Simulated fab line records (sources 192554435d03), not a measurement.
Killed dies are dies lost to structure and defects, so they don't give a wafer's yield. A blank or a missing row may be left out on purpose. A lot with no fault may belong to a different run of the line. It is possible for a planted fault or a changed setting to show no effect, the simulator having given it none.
fab line records -- flow n5-finfet
[record] lots = 12, wafers = 35, last-day = 20
route steps=1938 shown BEOL_M12@1602
lots that met no fault: taken from a fault-free run of the same line
start-h: start of the lot's first displayed wafer, in hours after the record's first day -- wait-h: hours from the lot's prior step to this one -- " same as the row above -- L1.1+2: a single row standing in for several wafers -- - value missing, or start not given -- * or withheld: withheld -- < > ~ a bound
route shown NAME@n: a module of which the file shows steps, and the number in the route of the first -- usual: mean and standard deviation over wafers with no fault -- same: alike in all rows -- chamber/n: place in a boat -- sites: each site's reading -- _std_site: standard deviation of those values -- _edge_site: inner sites' mean taken away from outer sites' mean -- radius-mm: how far each site lies from the wafer's centre -- mask NAME#n: copy n -- behind: the last tool/chamber to shape the wafer -- hold: reason for holding the lot/hours on hold/outcome of the hold -- device: the n, p or np transistor that did not switch -- end of line: tests run on the same wafers once the route is complete -- a step without rows: its recipe alone -- killed: count of dies lost to structure and defects at first sort (not the wafer's yield) -- map: per-die view of a wafer (x killed, . not killed, _ where there is no die)
set.NAME: the setting that was run; set.NAME@STEP: the one run at that earlier step -- model.NAME: the simulator's own value behind a step, which no gauge read
route steps across a sampled set of lots; one table per step, one row per wafer
services: a tool's chamber out of use, with start hour (start-h, from the record's first day; less than 0 if before it), hours out, and reason
[[steps]]
[step N5_BEOL_M12_ILD_DEP_00]
[recipe] material = SiOC, target-thk-a = 6589.2, temp-c = 350, precursor = DEMS/O2, pressure-torr = 5, rf-w = 500, time-s = 130.7
[usual] heater-power-w = 537/73, showerhead-plenum-p-Torr = 5.685/0.013, throttle-valve-pct = 11.8/0.54
lot.wafer,tool,chamber,start-h,wait-h,heater-power-w,showerhead-plenum-p-Torr,throttle-valve-pct
L163.2,pecvd-03,1,255.92,0.0,463,5.684,11.5
L163.4,pecvd-03,0,255.92,0.0,542,5.683,11.6
L163.5,pecvd-03,1,255.92,0.0,483,5.672,11.3
L162.2,pecvd-01,1,257.30,0.0,506,5.693,12.2
L162.4,pecvd-01,2,257.30,0.0,565,5.703,11.5
L162.6,pecvd-01,0,257.30,0.0,513,5.680,12.7
L164.3,pecvd-01,2,258.86,0.0,563,5.708,11.3
L164.4,pecvd-01,2,258.86,0.0,456,5.713,11.3
L164.5,pecvd-01,0,258.86,0.0,602,5.684,12.6
L166.1,pecvd-01,2,280.48,0.0,479,5.706,11.1
L166.4,pecvd-01,0,280.48,0.0,540,5.666,12.5
L166.5,pecvd-01,2,280.48,0.0,514,5.699,11.4
L167.1,pecvd-01,2,302.45,0.0,522,5.713,11.3
L167.2,pecvd-01,1,302.45,0.0,463,5.686,12.4
L167.3,pecvd-01,0,302.45,0.0,615,5.668,12.4
L170.3,pecvd-03,2,316.70,0.0,665,5.679,11.5
L170.5,pecvd-03,0,316.70,0.0,487,5.685,11.7
L170.6,pecvd-03,2,316.70,0.0,537,5.686,11.2
L171.1,pecvd-03,1,341.84,0.0,484,5.675,11.5
L171.3,pecvd-03,0,341.84,0.0,546,5.677,11.7
L171.5,pecvd-03,1,341.84,0.0,495,5.695,11.5
L180.3,pecvd-03,0,376.16,0.0,516,5.679,11.7
L180.4,pecvd-03,1,376.16,0.0,481,5.665,11.3
L180.5,pecvd-03,2,376.16,0.0,656,5.686,11.4
L178.5,pecvd-03,2,382.98,0.1,635,5.694,11.4
L178.6,pecvd-03,0,382.98,0.1,546,5.665,11.7
L179.2,pecvd-01,0,384.59,0.0,549,5.678,12.1
L179.4,pecvd-01,0,384.59,0.0,569,5.675,12.7
L179.6,pecvd-01,2,384.59,0.0,564,5.709,11.6
L183.2,pecvd-04,1,401.31,0.0,491,5.684,13.5
L183.3,pecvd-04,2,401.31,0.0,679,5.663,11.3
L183.6,pecvd-04,2,401.31,0.0,686,5.672,11.6
L185.1,pecvd-04,1,430.42,0.0,483,5.689,13.4
L185.2,pecvd-04,0,430.42,0.0,485,5.694,12.3
L185.4,pecvd-04,1,430.42,0.0,493,5.695,13.4
[step N5_BEOL_M12_THK_MEAS_01]
[recipe] reads = SiOC_of_BEOL_M12_ILD_DEP_00
[usual] M12_ILD_THK = 662/8.5
lot.wafer,tool,chamber,start-h,wait-h,M12_ILD_THK[nm]
L163.2,film-metro-02,-,256.05,0.1,649
L163.4,film-metro-02,-,256.05,0.1,648
L163.5,film-metro-02,-,256.05,0.1,652
L162.2,film-metro-01,-,257.43,0.1,667
L162.4,film-metro-01,-,257.43,0.1,676
L162.6,film-metro-01,-,257.43,0.1,685
L164.3,film-metro-02,-,258.99,0.1,660
L164.4,film-metro-02,-,258.99,0.1,668
L164.5,film-metro-02,-,258.99,0.1,678
L166.1,film-metro-02,-,280.61,0.1,651
L166.4,film-metro-02,-,280.61,0.1,667
L166.5,film-metro-02,-,280.61,0.1,658
L167.1,film-metro-01,-,302.58,0.1,658
L167.2,film-metro-01,-,302.58,0.1,654
L167.3,film-metro-01,-,302.58,0.1,667
L170.3,film-metro-01,-,316.84,0.1,655
L170.5,film-metro-01,-,316.84,0.1,664
L170.6,film-metro-01,-,316.84,0.1,665
L171.1,film-metro-02,-,341.97,0.1,669
L171.3,film-metro-02,-,341.97,0.1,655
L171.5,film-metro-02,-,341.97,0.1,679
L180.3,film-metro-02,-,376.29,0.1,660
L180.4,film-metro-02,-,376.29,0.1,674
L180.5,film-metro-02,-,376.29,0.1,669
L178.5,film-metro-02,-,383.07,0.0,662
L178.6,film-metro-02,-,383.07,0.0,668
L179.2,film-metro-02,-,384.73,0.1,674
L179.4,film-metro-02,-,384.73,0.1,670
L179.6,film-metro-02,-,384.73,0.1,662
L183.2,film-metro-02,-,401.44,0.1,664
L183.3,film-metro-02,-,401.44,0.1,658
L183.6,film-metro-02,-,401.44,0.1,671
L185.1,film-metro-01,-,430.55,0.1,661
L185.2,film-metro-01,-,430.55,0.1,643
L185.4,film-metro-01,-,430.55,0.1,670
[step N5_BEOL_M12_EXPOSE_25]
[recipe] mask-id = M12, na = 0.93, source-shape = conventional, sigma-outer = 0.4, polarization = unpolarized, dose-mj = 21.8
lot.wafer,tool,chamber,start-h,wait-h,mask
L163.2+4+5,krf-scanner-02,0,257.43,-,M12#0
L162.2+4+6,krf-scanner-02,0,258.88,-,M12#0
L164.3+4+5,krf-scanner-02,0,260.18,-,M12#0
L166.1+4+5,krf-scanner-02,0,281.65,-,M12#0
L167.1+2+3,krf-scanner-02,0,303.75,-,M12#0
L170.3+5+6,krf-scanner-02,0,317.89,-,M12#0
L171.1+3+5,krf-scanner-01,0,343.31,-,M12#0
L180.3+4+5,krf-scanner-01,0,377.46,-,M12#0
L178.5+6,krf-scanner-02,0,384.26,-,M12#0
L179.2+4+6,krf-scanner-02,0,385.94,-,M12#0
L183.2+3+6,krf-scanner-01,0,402.77,-,M12#0
L185.1+2+4,krf-scanner-01,0,431.80,-,M12#0
[step N5_BEOL_M12_CD_MEAS_28]
[recipe] target-cd-nm = 160.2, landing-energy-ev = 500, detector = se-inlens, polarity = opening
[usual] cd-nm = 160.4/1.4
[same] landing-energy-ev = 500
lot.wafer,tool,chamber,start-h,wait-h,cd-nm
L163.2,cd-sem-02,0,257.60,-,160.8
L163.4,cd-sem-02,0,257.60,-,161.5
L163.5,cd-sem-02,0,257.60,-,159.9
L162.2,cd-sem-01,0,259.05,-,159.9
L162.4,cd-sem-01,0,259.05,-,160.3
L162.6,cd-sem-01,0,259.05,-,162.2
L164.3,cd-sem-02,0,260.34,-,161.1
L164.4,cd-sem-02,0,260.34,-,159.7
L164.5,cd-sem-02,0,260.34,-,160.3
L166.1,cd-sem-03,0,281.82,-,161.9
L166.4,cd-sem-03,0,281.82,-,162.8
L166.5,cd-sem-03,0,281.82,-,161.6
L167.1,cd-sem-01,0,303.92,-,161.8
L167.2,cd-sem-01,0,303.92,-,162.5
L167.3,cd-sem-01,0,303.92,-,161.9
L170.3,cd-sem-03,0,318.05,-,160.7
L170.5,cd-sem-03,0,318.05,-,158.9
L170.6,cd-sem-03,0,318.05,-,160.5
L171.1,cd-sem-01,0,343.48,-,159.5
L171.3,cd-sem-01,0,343.48,-,162.3
L171.5,cd-sem-01,0,343.48,-,159.1
L180.3,cd-sem-01,0,377.63,-,159.3
L180.4,cd-sem-01,0,377.63,-,161.7
L180.5,cd-sem-01,0,377.63,-,161.2
L178.5,cd-sem-01,0,384.41,-,160.6
L178.6,cd-sem-01,0,384.41,-,160.3
L179.2,cd-sem-02,0,386.11,-,160.6
L179.4,cd-sem-02,0,386.11,-,159.8
L179.6,cd-sem-02,0,386.11,-,162.0
L183.2,cd-sem-02,0,402.94,-,159.6
L183.3,cd-sem-02,0,402.94,-,161.8
L183.6,cd-sem-02,0,402.94,-,158.0
L185.1,cd-sem-03,0,431.97,-,161.7
L185.2,cd-sem-03,0,431.97,-,161.9
L185.4,cd-sem-03,0,431.97,-,159.7
[step N5_BEOL_M12_OVL_MEAS_29]
[recipe] points-per-wafer = 44
[usual] M12_OVL = -1/4.7
lot.wafer,tool,chamber,start-h,wait-h,M12_OVL[nm]
L163.2,overlay-02,0,257.63,0.0,-9
L163.4,overlay-02,0,257.63,0.0,-5
L163.5,overlay-02,0,257.63,0.0,-8
L162.2,overlay-02,0,259.08,0.0,0
L162.4,overlay-02,0,259.08,0.0,-3
L162.6,overlay-02,0,259.08,0.0,-3
L164.3,overlay-02,0,260.37,0.0,-3
L164.4,overlay-02,0,260.37,0.0,3
L164.5,overlay-02,0,260.37,0.0,0
L166.1,overlay-01,0,281.85,0.0,-2
L166.4,overlay-01,0,281.85,0.0,1
L166.5,overlay-01,0,281.85,0.0,-1
L167.1,overlay-01,0,303.95,0.0,3
L167.2,overlay-01,0,303.95,0.0,0
L167.3,overlay-01,0,303.95,0.0,5
L170.3,overlay-01,0,318.08,0.0,-3
L170.5,overlay-01,0,318.08,0.0,-5
L170.6,overlay-01,0,318.08,0.0,-4
L171.1,overlay-02,0,343.51,0.0,-1
L171.3,overlay-02,0,343.51,0.0,-2
L171.5,overlay-02,0,343.51,0.0,6
L180.3,overlay-01,0,377.66,0.0,-7
L180.4,overlay-01,0,377.66,0.0,-8
L180.5,overlay-01,0,377.66,0.0,-3
L178.5,overlay-01,0,384.44,0.0,19
L178.6,overlay-01,0,384.44,0.0,18
L179.2,overlay-02,0,386.14,0.0,22
L179.4,overlay-02,0,386.14,0.0,24
L179.6,overlay-02,0,386.14,0.0,22
L183.2,overlay-02,0,402.97,0.0,-4
L183.3,overlay-02,0,402.97,0.0,-2
L183.6,overlay-02,0,402.97,0.0,-1
L185.1,overlay-02,0,432.00,0.0,-2
L185.2,overlay-02,0,432.00,0.0,-4
L185.4,overlay-02,0,432.00,0.0,-3
[[services]]
tool,chamber,start-h,hours,kind
krf-scanner-02,0,232.31,-,calibration
pecvd-01,2,236.31,2.1,scheduled-down
krf-scanner-01,-,237.39,10.0,repair
krf-scanner-02,-,247.41,1.0,pm
krf-scanner-02,-,271.57,0.8,pm
pecvd-04,-,288.42,33.3,repair
krf-scanner-02,-,289.44,2.5,repair
krf-scanner-01,-,321.41,1.0,pm
pecvd-04,-,328.99,0.3,repair
krf-scanner-01,-,329.90,1.0,pm
krf-scanner-02,-,335.72,1.3,pm
pecvd-04,0,344.54,23.9,repair
pecvd-03,2,344.90,2.2,repair
krf-scanner-01,-,348.95,4.4,pm
krf-scanner-02,-,356.16,0.2,repair
krf-scanner-01,-,363.72,1.3,pm
krf-scanner-02,-,370.79,3.6,pm
pecvd-04,-,382.97,0.7,repair
krf-scanner-02,-,395.47,0.8,pm
krf-scanner-01,-,396.79,0.8,pm
krf-scanner-02,0,406.29,-,calibration
krf-scanner-02,-,413.00,1.0,pm
krf-scanner-01,-,426.13,2.7,repair
pecvd-03,1,427.46,12.8,repair
[[key]]
[first-sign] step = N5_BEOL_M12_OVL_MEAS_29, reading = M12_OVL, direction = up, sigmas = 4.6, usual = -1, struck = 21
effect none on later readings
met-at N5_BEOL_M12_EXPOSE_25
struck-lots L178,L179
not-acting-at N5_BEOL_M12_ILD_DEP_00,N5_BEOL_M12_THK_MEAS_01,N5_BEOL_M12_CD_MEAS_28
onset-between 317.89 384.26
[fault] kind = scanner-matching-overlay, tool = krf-scanner-02, chamber = -, onset-h = 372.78, steps = N5_BEOL_M12_EXPOSE_25, offset = 17.906
